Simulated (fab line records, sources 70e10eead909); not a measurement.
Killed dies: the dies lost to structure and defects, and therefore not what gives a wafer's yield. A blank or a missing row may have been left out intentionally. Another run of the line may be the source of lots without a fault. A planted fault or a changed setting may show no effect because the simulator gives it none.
fab line records	flow nand_harc
record: lots: 6	wafers: 18	last_day: 33
route steps=1302 shown THIN_TSV@1282 END@1301
lots that met no fault: from a run of the same line without faults
start_h: hours from the record's opening day to when the first of the lot's shown wafers began	wait_h: hours since the lot's step before	" the same as in the row above	L1.1+2: a single row standing in for several wafers	- value missing, or start not given	* or withheld: withheld	< > ~ a bound
route shown NAME@n: NAME is a module with steps in the file, n the number in the route of the first one	usual: mean and standard deviation over wafers with no fault	same: alike in all rows	chamber/n: place in a boat	sites: each site's reading	_std_site: standard deviation across them	_edge_site: inner sites' mean taken away from outer sites' mean	radius_mm: for every site, how far away it sits from the centre of the wafer	mask NAME#n: copy n	behind: the last tool/chamber to shape the wafer	hold: cause of the lot's hold/its duration in hours/its outcome	device: names the non-switching transistor (n, p or np)	end of line: the same wafers' tests at the end of the route	a step without rows: its recipe alone	killed: at the first sort, the dies lost to defects and structure; wafer yield is something else	map: dies across one wafer; x = killed, . = not, _ = none there
set.NAME: the setting the step ran with; set.NAME@STEP: the setting that earlier step ran with	model.NAME: the simulator's own value behind a step, which no gauge read
certain route steps with their lots: each step a table, each wafer a row
services: a tool's chamber out of use, with start hour (start_h, from the record's first day; less than 0 if before it), hours out, and reason
== steps ==
step: NHARC_THIN_TSV_PVD_24
recipe: target_thk_a: 8000	power_w: withheld	chamber_pressure_pa: withheld	substrate_temp_c: withheld	time_s: withheld	gas: Ar	material: Al
step: NHARC_THIN_TSV_DEHYDRATE_25
recipe: temp_c: 150	time_s: 120
step: NHARC_THIN_TSV_HMDS_26
recipe: time_s: 30
step: NHARC_THIN_TSV_COAT_27
recipe: spin_rpm: *
step: NHARC_THIN_TSV_SOFTBAKE_28
recipe: temp_c: 122	time_s: 95
step: NHARC_THIN_TSV_EBR_29
step: NHARC_THIN_TSV_EXPOSE_30
recipe: na: 0.55	dose_mj: 11.47	mask_id: PAD
step: NHARC_THIN_TSV_PEB_31
recipe: peb_temp_c: 118	peb_time_s: 85
step: NHARC_THIN_TSV_DEVELOP_32
recipe: time_s: 70
step: NHARC_THIN_TSV_CD_MEAS_33
recipe: target_cd_nm: 5000	landing_energy_ev: 500
usual: cd_nm: 5000.4/2.2
lot.wafer	tool	chamber	start_h	wait_h	cd_nm
L313.1	cd_sem-01	0	595.42	-	4996.8
L313.3	"	0	"	"	4998.6
L313.4	"	0	"	"	4995.6
L314.1	cd_sem-03	0	621.73	-	5002.7
L314.4	"	0	"	"	5002.0
L314.5	"	0	"	"	5001.6
L320.4	cd_sem-02	0	660.54	-	5002.4
L320.5	"	0	"	"	4997.6
L320.6	"	0	"	"	4998.2
L322.1	cd_sem-02	0	694.48	-	5001.1
L322.3	"	0	"	"	5001.2
L322.6	"	0	"	"	5001.7
L329.3	cd_sem-03	0	741.08	-	5001.6
L329.4	"	0	"	"	5002.5
L329.6	"	0	"	"	5004.3
L332.3	cd_sem-03	0	789.31	-	5002.6
L332.5	"	0	"	"	5003.7
L332.6	"	0	"	"	5002.9
step: NHARC_THIN_TSV_HARDBAKE_34
recipe: temp_c: 125	time_s: 80
step: NHARC_THIN_TSV_DESCUM_35
recipe: time_s: 3	o2_flow_sccm: 200	ar_flow_sccm: 0	bias_power_w: 0	chemistry: O2
usual: drypump_motor_current_A: 5.9/0.6	oes_product_au: 1.000/0.0098	rf_vpp_V: 57.6/1	showerhead_plenum_p_Torr: 1.88/0.068	throttle_valve_pct: 11.311/0.0094
lot.wafer	tool	chamber	start_h	wait_h	drypump_motor_current_A	oes_product_au	rf_hours_counter_h	rf_vpp_V	showerhead_plenum_p_Torr	throttle_valve_pct
L313.4	rie_diel-09	1	595.58	-	5.4	0.997	6.5	57.6	1.79	11.309
L313.3	"	3	"	"	5.8	1.010	7.3	57.7	1.87	11.317
L313.1	"	0	"	"	6.8	1.008	7.0	57.0	1.84	11.296
L314.4	rie_diel-09	2	621.89	-	6.7	0.994	8.4	57.6	1.83	11.315
L314.1	"	3	"	"	5.8	0.997	8.7	57.3	1.87	11.318
L314.5	"	2	"	"	6.7	1.005	-	57.5	1.83	11.304
L320.4	rie_diel-09	0	660.73	-	6.8	0.998	11.4	57.1	1.84	11.307
L320.6	"	1	"	"	5.4	0.999	-	57.8	1.78	11.315
L320.5	"	2	"	"	6.7	0.980	-	56.5	1.83	11.300
L322.1	rie_diel-07	1	694.64	-	5.5	1.007	1.5	56.6	1.82	11.305
L322.3	"	3	"	"	5.8	1.007	1.7	56.2	1.88	11.316
L322.6	"	1	"	"	5.5	1.002	-	56.5	1.82	11.302
L329.4	rie_diel-07	3	741.26	-	5.8	1.025	3.8	57.9	1.88	11.319
L329.3	"	0	"	"	5.8	1.014	3.9	58.6	1.91	11.337
L329.6	"	2	"	"	6.1	1.019	-	58.7	1.96	11.321
L332.3	rie_diel-05	0	789.51	-	5.0	1.009	1.8	57.6	1.99	11.313
L332.5	"	1	"	"	5.1	0.998	-	59.4	1.94	11.306
L332.6	"	2	"	"	6.5	1.001	-	56.4	1.98	11.314
step: NHARC_THIN_TSV_ETCH_59
recipe: target_depth_a: 8800	icp_w: 900	bias_w: 100	Cl2_flow_sccm: 60	bcl3_flow_sccm: 30	time_s: 138.1	chemistry: Cl2/BCl3
usual: drypump_motor_current_A: 5.8/0.53	he_backside_leak_sccm: 3.25/0.23	mfc_cl2_sccm: 60.01/0.17	oes_product_au: 0.996/0.013	throttle_valve_pct: 22.264/0.0089
lot.wafer	tool	chamber	start_h	wait_h	drypump_motor_current_A	he_backside_leak_sccm	mfc_cl2_sccm	oes_product_au	rf_hours_counter_h	throttle_valve_pct
L313.1	rie_metal-02	0	595.71	0.1	6.0	3.08	60.08	0.994	2.6	22.257
L313.4	"	0	"	"	6.0	2.75	59.95	0.995	-	22.271
L313.3	"	1	"	"	6.3	3.14	59.92	0.986	-	22.278
L314.1	rie_metal-02	0	622.02	0.1	6.0	3.19	59.77	0.992	3.4	22.260
L314.4	"	1	"	"	6.3	3.31	59.82	0.982	-	22.257
L314.5	"	0	"	"	6.0	2.98	59.78	0.993	-	22.288
L320.4	rie_metal-02	1	660.93	0.2	6.3	3.01	59.95	0.987	-	22.271
L320.5	"	0	"	"	6.0	3.07	60.00	0.999	-	22.256
L320.6	"	1	"	"	6.3	3.02	59.77	0.993	-	22.270
L322.1	rie_metal-02	1	694.81	0.2	6.3	3.15	59.99	0.971	0.8	22.284
L322.3	"	1	"	"	6.3	3.22	59.88	0.978	-	22.275
L322.6	"	1	"	"	6.3	3.22	59.88	0.987	-	22.272
L329.4	rie_metal-01	1	741.44	0.2	4.9	3.45	60.01	1.009	-	22.259
L329.3	"	0	"	"	5.4	3.20	60.07	1.022	-	22.254
L329.6	"	0	"	"	5.5	3.13	60.14	1.016	-	22.261
L332.3	rie_metal-01	1	789.68	0.2	5.0	3.60	60.11	1.021	-	22.273
L332.5	"	1	"	"	4.9	3.57	60.17	1.009	-	22.258
L332.6	"	0	"	"	5.4	3.04	60.11	0.992	-	22.265
step: NHARC_THIN_TSV_ETCH_36
recipe: target_depth_a: 650	over_etch_frac: 0.3	time_s: 18.571	ion_energy_ev: 150	chemistry: Cl2/BCl3
usual: drypump_motor_current_A: 5.8/0.52	he_backside_leak_sccm: 3.28/0.22	oes_product_au: 0.997/0.013
lot.wafer	tool	chamber	start_h	wait_h	drypump_motor_current_A	he_backside_leak_sccm	oes_product_au	rf_hours_counter_h
L313.1	rie_metal-02	0	595.97	0.2	6.0	3.21	0.995	2.7
L313.4	"	1	"	"	6.3	3.24	0.988	-
L313.3	"	0	"	"	6.0	3.34	0.996	-
L314.1	rie_metal-02	1	622.28	0.2	6.3	3.03	0.986	3.6
L314.4	"	0	"	"	6.0	2.83	0.994	-
L314.5	"	1	"	"	6.3	3.07	0.981	-
L320.4	rie_metal-02	1	661.10	0.1	6.3	3.06	0.997	-
L320.6	"	1	"	"	6.3	2.89	0.989	-
L320.5	"	0	"	"	6.0	3.06	1.004	-
L322.1	rie_metal-02	1	695.04	0.2	6.3	3.15	0.983	0.9
L322.3	"	0	"	"	6.0	3.21	0.993	-
L322.6	"	1	"	"	6.3	3.08	0.983	-
L329.3	rie_metal-01	1	741.64	0.1	5.0	3.67	1.004	-
L329.4	"	0	"	"	5.4	3.21	1.018	-
L329.6	"	1	"	"	5.0	3.63	0.999	-
L332.3	rie_metal-01	0	789.88	0.2	5.4	3.14	0.991	-
L332.6	"	1	"	"	5.0	3.62	1.025	-
L332.5	"	0	"	"	5.4	3.11	1.001	-
step: NHARC_THIN_TSV_STRIP_56
recipe: power_w: 1500	temp_c: 250	chemistry: O2
usual: drypump_motor_current_A: 5.7/0.65	heater_power_w: 341/13
lot.wafer	tool	chamber	start_h	wait_h	drypump_motor_current_A	heater_power_w	rf_hours_counter_h
L313.1	plasma_asher-01	0	596.07	0.1	5.5	355	13
L313.3	"	0	"	"	5.5	357	-
L313.4	"	1	"	"	6.2	347	-
L314.1	plasma_asher-02	0	622.38	0.1	4.8	339	2
L314.4	"	1	"	"	6.4	321	-
L314.5	"	1	"	"	6.4	324	-
L320.4	plasma_asher-02	0	661.32	0.2	4.8	342	-
L320.6	"	1	"	"	6.4	329	-
L320.5	"	0	"	"	4.8	346	-
L322.1	plasma_asher-02	1	695.13	0.1	6.4	337	17
L322.3	"	0	"	"	4.8	331	-
L322.6	"	1	"	"	6.4	320	-
L329.4	plasma_asher-01	1	741.82	0.2	6.2	362	-
L329.3	"	0	"	"	5.5	346	-
L329.6	"	0	"	"	5.5	340	-
L332.3	plasma_asher-02	1	790.06	0.2	6.3	356	-
L332.6	"	1	"	"	6.3	355	-
L332.5	"	0	"	"	4.8	348	-
step: NHARC_THIN_TSV_STRIP_57
recipe: time_s: 1200	temp_c: 72.5	chemistry: post_etch_residue_remover
step: NHARC_THIN_TSV_CD_MEAS_37
usual: cd_nm: 5000/3.1
lot.wafer	tool	chamber	start_h	wait_h	cd_nm
L313.1	cd_sem-02	-	596.86	-	4998
L313.3	"	-	"	"	5001
L313.4	"	-	"	"	4997
L314.1	cd_sem-02	-	623.17	-	5005
L314.4	"	-	"	"	5002
L314.5	"	-	"	"	5001
L320.4	cd_sem-01	-	661.98	-	5004
L320.5	"	-	"	"	4999
L320.6	"	-	"	"	4998
L322.1	cd_sem-03	-	695.92	-	5001
L322.3	"	-	"	"	5002
L322.6	"	-	"	"	5001
L329.3	cd_sem-03	-	742.53	-	4999
L329.4	"	-	"	"	5003
L329.6	"	-	"	"	5004
L332.3	cd_sem-02	-	790.76	-	5002
L332.5	"	-	"	"	5007
L332.6	"	-	"	"	5005
step: NHARC_THIN_TSV_ANNEAL_58
recipe: temp_c: 400	time_s: 1800
step: NHARC_THIN_TSV_INSPECT_40
usual: raw_defect_count: 545/92
lot.wafer	tool	chamber	start_h	wait_h	hold	raw_defect_count
L313.1	defect_inspect-01	-	601.39	0.4	-	514
L313.3	"	-	"	"	-	518
L313.4	"	-	"	"	-	395
L314.1	defect_inspect-01	-	629.25	0.4	-	585
L314.4	"	-	"	"	-	679
L314.5	"	-	"	"	-	754
L320.4	defect_inspect-02	-	665.24	0.4	await_dispo/0.2h/release	1323
L320.5	"	-	"	"	await_dispo/0.2h/release	553
L320.6	"	-	"	"	await_dispo/0.2h/release	1359
L320.4	defect_inspect-02	-	665.41	0.2	-	1303
L320.5	"	-	"	"	-	527
L320.6	"	-	"	"	-	1367
L322.1	defect_inspect-02	-	700.50	0.4	await_dispo/0.2h/release	1200
L322.3	"	-	"	"	await_dispo/0.2h/release	1313
L322.6	"	-	"	"	await_dispo/0.2h/release	1295
L322.1	defect_inspect-02	-	700.67	0.2	-	1213
L322.3	"	-	"	"	-	1296
L322.6	"	-	"	"	-	1288
L329.3	defect_inspect-02	-	747.06	0.4	-	450
L329.4	"	-	"	"	-	464
L329.6	"	-	"	"	-	563
L332.3	defect_inspect-02	-	795.13	0.4	-	544
L332.5	"	-	"	"	-	572
L332.6	"	-	"	"	-	526
step: NHARC_END_WLT_00
usual: VT_DECK1_BOTTOM: 0.867/0.0081	VT_DECK1_BOTTOM_INNER: 0.867/0.0076	VT_DECK1_MEDIAN_NEAR_BOTTOM: 0.869/0.0086	VT_DECK1_MEDIAN_NEAR_BOTTOM_INNER: 0.868/0.0076	VT_DECK1_MIDDLE: 0.880/0.0078	VT_DECK1_MIDDLE_INNER: 0.880/0.0077	VT_DECK1_TOP: 0.892/0.0084	VT_DECK1_TOP_INNER: 0.892/0.0081	VT_DECK2_BOTTOM: 0.872/0.008	VT_DECK2_BOTTOM_INNER: 0.872/0.008	VT_DECK2_MEDIAN_NEAR_BOTTOM: 0.873/0.0083	VT_DECK2_MEDIAN_NEAR_BOTTOM_INNER: 0.873/0.008	VT_DECK2_MIDDLE: 0.885/0.0072	VT_DECK2_MIDDLE_INNER: 0.885/0.0075	VT_DECK2_TOP: 0.897/0.0076	VT_DECK2_TOP_INNER: 0.897/0.0073
lot.wafer	tool	chamber	start_h	wait_h	hold	VT_DECK1_BOTTOM	VT_DECK1_BOTTOM_INNER	VT_DECK1_MEDIAN_NEAR_BOTTOM	VT_DECK1_MEDIAN_NEAR_BOTTOM_INNER	VT_DECK1_MIDDLE	VT_DECK1_MIDDLE_INNER	VT_DECK1_TOP	VT_DECK1_TOP_INNER	VT_DECK2_BOTTOM	VT_DECK2_BOTTOM_INNER	VT_DECK2_MEDIAN_NEAR_BOTTOM	VT_DECK2_MEDIAN_NEAR_BOTTOM_INNER	VT_DECK2_MIDDLE	VT_DECK2_MIDDLE_INNER	VT_DECK2_TOP	VT_DECK2_TOP_INNER
L313.1	prober-02	-	601.45	0.1	-	0.875	0.869	0.870	0.869	0.885	0.876	0.891	0.903	0.869	0.871	0.871	0.866	0.885	0.877	0.889	0.902
L313.3	"	-	"	"	-	0.863	0.869	0.878	0.871	0.888	0.887	0.899	0.901	0.871	0.868	0.865	0.873	0.885	0.874	0.892	0.892
L313.4	"	-	"	"	-	0.866	0.872	0.879	0.869	0.884	0.885	0.899	0.903	0.865	0.862	0.868	0.866	0.880	0.878	0.902	0.899
L314.1	prober-02	-	629.31	0.1	-	0.862	0.859	0.864	0.871	0.869	0.872	0.888	0.888	0.861	0.864	0.859	0.864	0.884	0.873	0.889	0.891
L314.4	"	-	630.82	1.6	-	0.855	0.863	0.859	0.859	0.879	0.877	0.889	0.888	0.856	0.861	0.878	0.863	0.882	0.873	0.887	0.891
L314.5	"	-	"	"	-	0.855	0.867	0.858	0.854	0.873	0.887	0.884	0.889	0.853	0.864	0.859	0.866	0.877	0.884	0.882	0.878
L320.4	prober-02	-	670.75	5.3	await_dispo/0.2h/release	0.870	0.862	0.874	0.870	0.895	0.878	0.893	0.892	0.866	0.863	0.868	0.866	0.881	0.883	0.895	0.897
L320.5	"	-	"	"	await_dispo/0.2h/release	0.869	0.873	0.871	0.874	0.880	0.881	0.890	0.897	0.874	0.870	0.874	0.869	0.886	0.881	0.893	0.890
L320.6	"	-	"	"	await_dispo/0.2h/release	0.871	0.872	0.875	0.867	0.886	0.883	0.893	0.897	0.875	0.873	0.869	0.881	0.886	0.890	0.900	0.898
L320.4	prober-02	-	673.91	2.7	-	0.873	0.870	0.872	0.880	0.889	0.885	0.896	0.894	0.873	0.868	0.870	0.872	0.879	0.881	0.900	0.899
L320.5	"	-	"	"	-	0.867	0.867	0.865	0.862	0.881	0.879	0.893	0.887	0.874	0.877	0.874	0.880	0.889	0.889	0.893	0.895
L320.6	"	-	"	"	-	0.858	0.876	0.874	0.869	0.879	0.881	0.887	0.896	0.875	0.880	0.879	0.878	0.892	0.885	0.898	0.894
L322.1	prober-01	-	702.11	1.4	await_dispo/1.4h/release	0.860	0.860	0.868	0.860	0.871	0.879	0.884	0.887	0.867	0.866	0.874	0.868	0.879	0.876	0.897	0.892
L322.3	"	-	"	"	await_dispo/1.4h/release	0.858	0.857	0.865	0.861	0.879	0.883	0.886	0.889	0.866	0.865	0.873	0.864	0.881	0.882	0.897	0.894
L322.6	"	-	704.58	3.9	await_dispo/1.4h/release	0.860	0.869	0.862	0.864	0.880	0.870	0.887	0.893	0.871	0.867	0.869	0.868	0.877	0.879	0.889	0.884
L329.3	prober-02	-	748.11	1.1	-	0.862	0.868	0.863	0.869	0.883	0.882	0.893	0.895	0.862	0.873	0.869	0.863	0.876	0.880	0.881	0.883
L329.4	"	-	"	"	-	0.872	0.867	0.868	0.869	0.877	0.888	0.900	0.898	0.860	0.855	0.868	0.855	0.871	0.869	0.889	0.889
L329.6	"	-	749.61	2.5	-	0.868	0.863	0.876	0.867	0.877	0.890	0.893	0.890	0.863	0.856	0.856	0.850	0.871	0.874	0.885	0.888
L332.3	prober-02	-	796.19	1.1	-	0.855	0.864	0.868	0.867	0.885	0.876	0.893	0.890	0.866	0.867	0.863	0.860	0.879	0.870	0.897	0.889
L332.5	"	-	797.20	2.1	-	0.866	0.878	0.871	0.870	0.876	0.883	0.894	0.896	0.873	0.866	0.871	0.874	0.882	0.891	0.899	0.891
L332.6	"	-	"	"	-	0.864	0.862	0.862	0.869	0.884	0.875	0.888	0.887	0.871	0.871	0.869	0.872	0.879	0.883	0.896	0.896
step: NHARC_END_SORT_01
recipe: temp_c: 25
usual: defect_limited_yield: 92.0/2.6	killed_at_array: 49/18	killed_at_other: 0.8/1	killed_at_periphery: 4.2/2.8	killed_dies: 54/18	killed_open: 3.0/1.7	killed_short: 2.5/1.6	sort_bin_2_pct: 2.8/1.2	sort_bin_3_pct: 0.6/0.37	sort_bin_4_pct: 4.6/1.5	sort_n_pass: 623/18	sort_rim_yield_pct: 92/4.2	sort_yield_pct: 92.0/2.6
same: gross_dies: 677	sort_bin_5_pct[%]: 0	sort_bin_6_pct[%]: 0	sort_bin_7_pct[%]: 0	sort_bin_8_pct[%]: 0	sort_rim_n_gross: 106.00
lot.wafer	tool	chamber	start_h	wait_h	hold	defect_limited_yield[%]	killed_at_array	killed_at_other	killed_at_periphery	killed_dies	killed_open	killed_short	sort_bin_2_pct[%]	sort_bin_3_pct[%]	sort_bin_4_pct[%]	sort_n_pass	sort_rim_yield_pct[%]	sort_yield_pct[%]
L313.1	prober-02	0	604.42	2.5	-	95.0	32	0	2	34	4	3	1.6	0	3.4	643	92	95.0
L313.3	prober-02	0	606.03	3.1	-	93.8	39	0	3	42	3	2	2.4	0.1	3.7	635	89	93.8
L313.4	prober-02	0	606.83	3.4	-	92.9	45	0	3	48	4	5	2.4	0.9	3.8	629	96	92.9
L314.1	prober-02	0	632.32	2.5	-	94.8	32	2	1	35	1	5	2.8	0.4	1.9	642	91	94.8
L314.4	prober-02	0	634.74	3.4	-	90.0	61	0	7	68	2	4	3.4	0.9	5.8	609	88	90.0
L314.5	prober-02	0	635.54	3.7	-	95.3	27	1	4	32	3	1	1.5	0.7	2.5	645	92	95.3
L320.4	prober-01	0	680.68	6.3	await_dispo/2.1h/release	82.3	19	99	2	120	4	1	5.5	4.7	7.5	557	92	82.3
L320.5	prober-01	0	681.47	6.6	await_dispo/2.1h/release	96.8	20	0	2	22	7	2	1.5	0.3	1.5	655	95	96.8
L320.6	prober-01	0	682.27	6.9	await_dispo/2.1h/release	82.1	28	92	1	121	4	3	8.1	4.0	5.8	556	91	82.1
L322.1	prober-01	0	705.08	2.5	await_dispo/4.5h/release	80.6	31	96	4	131	4	0	7.8	4.1	7.4	546	88	80.6
L322.3	prober-01	0	706.69	3.1	await_dispo/4.5h/release	80.8	26	103	1	130	2	0	8.1	4.3	6.8	547	96	80.8
L322.6	prober-01	0	709.10	4.0	await_dispo/4.5h/release	80.6	37	91	3	131	4	2	8.4	5.9	5.0	546	92	80.6
L329.3	prober-02	0	751.70	3.1	-	94.4	33	0	5	38	2	3	1.0	0.1	4.4	639	96	94.4
L329.4	prober-02	0	752.49	3.4	-	95.1	24	2	7	33	3	2	0.9	0.6	3.4	644	92	95.1
L329.6	prober-02	0	754.08	4.0	-	95.0	29	0	5	34	5	3	2.1	0	3.0	643	94	95.0
L332.3	prober-02	0	799.80	3.1	-	91.7	54	1	1	56	1	3	4.3	0.3	3.7	621	92	91.7
L332.5	prober-02	0	801.39	3.7	-	92.8	47	1	1	49	2	1	3.2	0.4	3.5	628	99	92.8
L332.6	prober-02	0	802.19	4.0	-	93.2	38	4	4	46	6	3	2.1	0.3	4.4	631	89	93.2
killed by level:class
L313.1 A_SLIT:chamber_film_flake=10 A_CHANNEL_HOLE_D2:chamber_film_flake=9 A_CONTACT:chamber_film_flake=5 A_ONON_D2:geometric_particle:short=2 P_M1:geometric_particle:open=1 A_CHANNEL_FILL_D2:geometric_particle:open=1 A_SGD_CUT:geometric_particle:short=1 A_WL_FILL:geometric_particle:open=1
L313.3 A_SLIT:chamber_film_flake=14 A_CONTACT:chamber_film_flake=11 A_CHANNEL_HOLE_D2:chamber_film_flake=7 A_ONON_D2:geometric_particle:open=2 P_M2:geometric_particle:short=1 A_DECK1_JOINT:geometric_particle:short=1 A_WL_FILL:geometric_particle:open=1 P_GATE:chamber_film_flake=1
L313.4 A_SLIT:chamber_film_flake=28 A_CONTACT:chamber_film_flake=7 A_DECK1_JOINT:geometric_particle:short=3 A_DECK1_JOINT:geometric_particle:open=2 A_CHANNEL_HOLE_D1:chamber_film_flake=2 P_GATE:geometric_particle:short=1 P_M0:geometric_particle:open=1 A_SOURCE_PLATE:geometric_particle:open=1
L314.1 A_CHANNEL_HOLE_D1:chamber_film_flake=12 A_CHANNEL_HOLE_D2:chamber_film_flake=10 A_CHANNEL_FILL_D1:chamber_film_flake=4 A_ONON_D1:geometric_particle:short=2 A_ONON_D2:geometric_particle:short=2 A_WL_FILL:geometric_particle:short=1 STARTING-WAFER:geometric_particle:open=1 P_ZERO_WELL:chamber_film_flake=1
L314.4 A_CHANNEL_HOLE_D1:chamber_film_flake=37 A_CHANNEL_HOLE_D2:chamber_film_flake=18 P_ZERO_WELL:chamber_film_flake=3 P_M0:chamber_film_flake=2 A_CONTACT:chamber_film_flake=2 P_M0:geometric_particle:open=1 P_M1:geometric_particle:open=1 A_ONON_D1:geometric_particle:short=1
L314.5 A_CHANNEL_HOLE_D2:chamber_film_flake=12 A_CHANNEL_HOLE_D1:chamber_film_flake=9 A_SLIT:chamber_film_flake=3 P_CONTACT:geometric_particle:open=2 A_CHANNEL_FILL_D1:chamber_film_flake=2 P_GATE:geometric_particle:open=1 A_DECK1_JOINT:geometric_particle:short=1 P_M0:chamber_film_flake=1
L320.4 THIN_TSV:unspecified=99 A_CHANNEL_HOLE_D2:chamber_film_flake=7 A_CHANNEL_HOLE_D1:chamber_film_flake=2 A_SLIT:chamber_film_flake=2 A_CONTACT:chamber_film_flake=2 P_M0:geometric_particle:open=1 A_ONON_D2:geometric_particle:open=1 A_CHANNEL_HOLE_D2:geometric_particle:open=1
L320.5 A_CHANNEL_HOLE_D2:chamber_film_flake=6 A_DECK1_JOINT:geometric_particle:open=2 A_CHANNEL_HOLE_D1:chamber_film_flake=2 P_GATE:geometric_particle:open=1 P_M0:geometric_particle:open=1 A_ONON_D1:geometric_particle:short=1 A_SGD_CUT:geometric_particle:open=1 A_SGD_CUT:geometric_particle:short=1
L320.6 THIN_TSV:unspecified=92 A_CHANNEL_HOLE_D2:chamber_film_flake=6 A_CHANNEL_HOLE_D1:chamber_film_flake=5 A_SLIT:chamber_film_flake=5 A_ONON_D2:geometric_particle:short=2 A_DECK1_JOINT:chamber_film_flake=2 A_CHANNEL_FILL_D2:chamber_film_flake=2 A_ONON_D1:geometric_particle:short=1
L322.1 THIN_TSV:unspecified=96 A_CHANNEL_HOLE_D2:chamber_film_flake=6 A_SLIT:chamber_film_flake=5 A_CHANNEL_HOLE_D1:chamber_film_flake=3 A_CHANNEL_FILL_D2:chamber_film_flake=3 A_STAIRCASE:chamber_film_flake=3 A_WL_FILL:chamber_film_flake=3 A_CONTACT:chamber_film_flake=3
L322.3 THIN_TSV:unspecified=99 A_CHANNEL_HOLE_D2:chamber_film_flake=6 A_CONTACT:chamber_film_flake=5 THIN_TSV:chamber_film_flake=4 A_STAIRCASE:chamber_film_flake=3 A_WL_FILL:chamber_film_flake=3 A_CHANNEL_HOLE_D1:chamber_film_flake=2 A_DECK1_JOINT:chamber_film_flake=2
L322.6 THIN_TSV:unspecified=91 A_CHANNEL_HOLE_D2:chamber_film_flake=12 A_SLIT:chamber_film_flake=5 A_STAIRCASE:chamber_film_flake=4 A_CONTACT:chamber_film_flake=4 A_CHANNEL_HOLE_D1:chamber_film_flake=3 A_WL_FILL:chamber_film_flake=2 A_M0:chamber_film_flake=2
L329.3 A_SLIT:chamber_film_flake=11 A_CHANNEL_HOLE_D1:chamber_film_flake=5 P_ZERO_WELL:chamber_film_flake=4 A_CONTACT:chamber_film_flake=4 A_STAIRCASE:chamber_film_flake=3 A_DECK1_JOINT:geometric_particle:open=2 A_CHANNEL_HOLE_D2:chamber_film_flake=2 A_CHANNEL_FILL_D2:chamber_film_flake=2
L329.4 A_CHANNEL_HOLE_D1:chamber_film_flake=7 A_STAIRCASE:chamber_film_flake=4 A_CONTACT:chamber_film_flake=4 P_GATE:chamber_film_flake=3 A_ONON_D2:geometric_particle:short=2 P_ZERO_WELL:chamber_film_flake=2 A_SLIT:chamber_film_flake=2 THIN_TSV:chamber_film_flake=2
L329.6 A_CHANNEL_HOLE_D1:chamber_film_flake=6 A_SLIT:chamber_film_flake=4 A_STAIRCASE:chamber_film_flake=3 A_CONTACT:chamber_film_flake=3 A_CHANNEL_FILL_D1:geometric_particle:short=2 P_ZERO_WELL:chamber_film_flake=2 A_ZERO_WELL:chamber_film_flake=2 A_CHANNEL_FILL_D2:chamber_film_flake=2
L332.3 A_SLIT:chamber_film_flake=33 A_CHANNEL_HOLE_D1:chamber_film_flake=8 A_WL_FILL:chamber_film_flake=4 A_CONTACT:chamber_film_flake=4 A_ONON_D2:geometric_particle:short=1 A_CHANNEL_FILL_D2:geometric_particle:short=1 A_WL_FILL:geometric_particle:short=1 A_BLC:geometric_particle:open=1
L332.5 A_SLIT:chamber_film_flake=27 A_CHANNEL_HOLE_D1:chamber_film_flake=8 A_CONTACT:chamber_film_flake=4 A_WL_FILL:chamber_film_flake=3 A_ONON_D2:geometric_particle:short=1 A_CHANNEL_FILL_D2:geometric_particle:open=1 A_M0:geometric_particle:open=1 P_CONTACT:chamber_film_flake=1
L332.6 A_SLIT:chamber_film_flake=14 A_CHANNEL_HOLE_D1:chamber_film_flake=5 THIN_TSV:chamber_film_flake=4 A_CHANNEL_HOLE_D2:chamber_film_flake=3 A_SGD_CUT:chamber_film_flake=3 A_CHANNEL_FILL_D1:chamber_film_flake=2 A_CONTACT:chamber_film_flake=2 P_CONTACT:geometric_particle:open=1
map L320.6 (x killed, . not)
____________.____________
_________......._________
_______..........._______
______.............______
_____..............._____
____.................____
____.................____
___.................x.___
___..............xxx..___
__..........x..xxxxx..x__
__...x...x....xxxxxxx..__
_......x......xxxxxxxxxx_
_...........xxxxxxxxxx.._
_......x..x...xxxxxxxxx._
_..............xxxxxxxx._
_.x...........xxxxxxxxx._
.............xxxxxxxxx...
.............xxxxxxxxx...
.............xxxxxxxx....
.............x.xxxxx.....
..................xx.....
_................x..x..._
_..........x............_
_x......................_
_......................._
_......................._
__.x...................__
__...x.................__
___.....x............x___
___...................___
____.................____
____x........xx......____
_____.............x._____
______..xx.........______
_______.........x._______
_________..x.x.._________
____________.____________
map L322.1 (x killed, . not)
____________.____________
_________......._________
_______..........._______
______.............______
_____..............._____
____.x...............____
____....x............____
___x....x.......x.x...___
___...........x.x.x.x.___
__x..x.......xx.xxxxxx.__
__......x......xxxxxxx.__
_............xxxxxxxxx.x_
_...........xxxxxxxxxx.x_
_.....x..xx....xxxxxxxxx_
_x............xxxxxxxxxx_
_.............xxxxxxxx.x_
...........x.xxxxxxxx..xx
...........x.xxxxxxxx.x.x
.....x......x.xxxxxxxx..x
...............xxxxxxx...
...........x....xx.xxx...
_.................x....._
_x......................_
_......................._
_......................._
_......................._
__.................x...__
__.....................__
___...................___
___...................___
____.................____
____.................____
_____..............._____
______..........x..______
_______..........._______
_________......._________
____________.____________
== services ==
tool	chamber	start_h	hours	kind
rie_metal-01	-	575.00	9.0	pm
rie_metal-01	0	575.00	9.0	vent_cycle
rie_diel-05	-	583.64	9.0	pm
plasma_asher-02	-	603.27	9.0	pm
rie_metal-01	-	617.17	0.3	repair
rie_metal-02	-	631.00	9.0	pm
rie_metal-02	0	631.00	9.0	vent_cycle
rie_metal-02	1	631.00	9.0	vent_cycle
rie_diel-05	2	635.47	6.6	repair
rie_diel-05	-	636.64	0.2	repair
rie_metal-02	0	640.00	-	clean
rie_metal-02	1	640.00	-	clean
rie_diel-07	-	648.25	9.0	pm
rie_diel-09	-	674.10	9.0	pm
plasma_asher-01	-	696.54	9.0	pm
rie_diel-07	-	701.65	0.5	repair
rie_metal-02	0	716.96	4.8	repair
rie_diel-07	2	725.67	1.3	repair
rie_metal-01	-	752.00	9.0	pm
rie_diel-09	0	756.43	9.0	repair
rie_diel-05	-	760.64	9.0	pm
plasma_asher-02	-	780.27	9.0	pm
rie_diel-09	1	781.95	4.1	repair
rie_diel-07	-	787.66	0.4	repair
== key ==
first_sign: step: NHARC_THIN_TSV_INSPECT_40	reading: visit	direction: added
effect: step: NHARC_THIN_TSV_INSPECT_40	reading: raw_defect_count	direction: up	sigmas: 8.2	usual: 545	struck: 1298
effect: step: NHARC_END_SORT_01	reading: killed_at_other	direction: up	sigmas: 95	usual: 0.8	struck: 96.2
more_kills_born_at: NHARC_THIN_TSV_ETCH_59@rie_metal-02: 476
met_at NHARC_THIN_TSV_ETCH_59
struck_wafers L320.4,L320.6,L322.1,L322.3,L322.6
onset_between 622.02 660.93
fault: kind: chamber_particle_source	tool: rie_metal-02	chamber: 1	onset_h: 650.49	steps: NHARC_THIN_TSV_ETCH_59	rate_per_visit_cm2: 1.2311	end_h: 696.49
